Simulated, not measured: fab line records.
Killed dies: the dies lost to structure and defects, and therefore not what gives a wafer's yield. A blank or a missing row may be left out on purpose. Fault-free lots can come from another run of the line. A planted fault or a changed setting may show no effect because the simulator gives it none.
Chamber matching    flow n5-finfet    N5_PASSIVATION_PASS_ETCH_74 on rie-diel-05: 4 sister chambers
The step etches SiNx in CF4/O2, target depth 220 nm, time 110 s. 22 wafers are shown with their chamber, then 11 later ones without.

## WAFERS WITH THEIR CHAMBER
wafer   chamber  drypump-motor-current-A (A)  throttle-valve-pct (%)  oes-product-au (a.u.)
L078.4  3        5.2                          15.93                   0.79
L078.5  1        6.4                          15.82                   0.93
L078.6  2        5.1                          16.28                   0.67
L079.4  3        5.3                          15.95                   0.79
L079.5  0        5.5                          15.84                   0.72
L079.6  1        6.3                          15.83                   0.93
L080.2  1        6.4                          15.81                   0.92
L080.3  3        5.2                          15.94                   0.79
L080.6  2        5.2                          16.28                   0.67
L081.2  2        5.1                          16.29                   0.67
L081.3  0        5.5                          15.84                   0.71
L081.5  2        5.1                          16.29                   0.67
L082.2  2        5.1                          16.28                   0.66
L082.3  3        5.2                          15.94                   0.77
L082.4  0        5.5                          15.86                   0.70
L084.1  1        6.4                          15.86                   0.90
L084.2  2        5.1                          16.31                   0.65
L084.3  3        5.2                          15.96                   0.78
L087.1  0        5.5                          15.88                   0.71
L087.2  3        5.2                          15.98                   0.77
L087.3  1        6.4                          15.86                   0.89
L088.2  0        5.5                          15.89                   0.71

SIGNATURES (averages over the wafers above)
reading                  chamber 0  chamber 1  chamber 2  chamber 3  scatter within a chamber
drypump-motor-current-A  5.500      6.380      5.117      5.217      0.037
throttle-valve-pct       15.8620    15.8360    16.2883    15.9500    0.019
oes-product-au           0.7100     0.9140     0.6650     0.7817     0.0114
Rule: for each reading, subtract the chamber's mean from the wafer's reading, divide by that reading's scatter and square the result; add these up over the readings and take the root, which gives the wafer's distance from the chamber. If the next closest chamber is less than 2 further off than the closest, the wafer can't be placed; otherwise it belongs to the closest. The scatter: the root of (the sum of the squares of (reading less its chamber's mean) over the shown wafers, divided by (wafers less chambers)).

## WAFERS WHOSE CHAMBER IS MISSING
wafer   drypump-motor-current-A (A)  throttle-valve-pct (%)  oes-product-au (a.u.)
L088.3  6.4                          15.86                   0.88
L088.6  5.5                          15.87                   0.70
L089.1  6.3                          15.86                   0.88
L089.2  5.5                          15.89                   0.71
L089.5  6.3                          15.87                   0.88
L094.1  5.2                          15.84                   0.94
L094.4  5.3                          16.01                   0.76
L094.5  5.5                          15.90                   0.69
L092.3  6.4                          15.90                   0.85
L092.4  5.1                          15.82                   0.94
L092.5  5.5                          15.88                   0.68

## CHAMBER TAKEN BY EACH
wafer    from the rows above   in truth
L088.3   1                     1
L088.6   0                     0
L089.1   1                     1
L089.2   0                     0
L089.5   1                     1
L094.1   3                     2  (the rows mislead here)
L094.4   3                     3
L094.5   0                     0
L092.3   1                     1
L092.4   3                     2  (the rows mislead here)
L092.5   0                     0
9 of 11 placed correctly. Not placeable from these rows: 0. 2 placed wrongly.
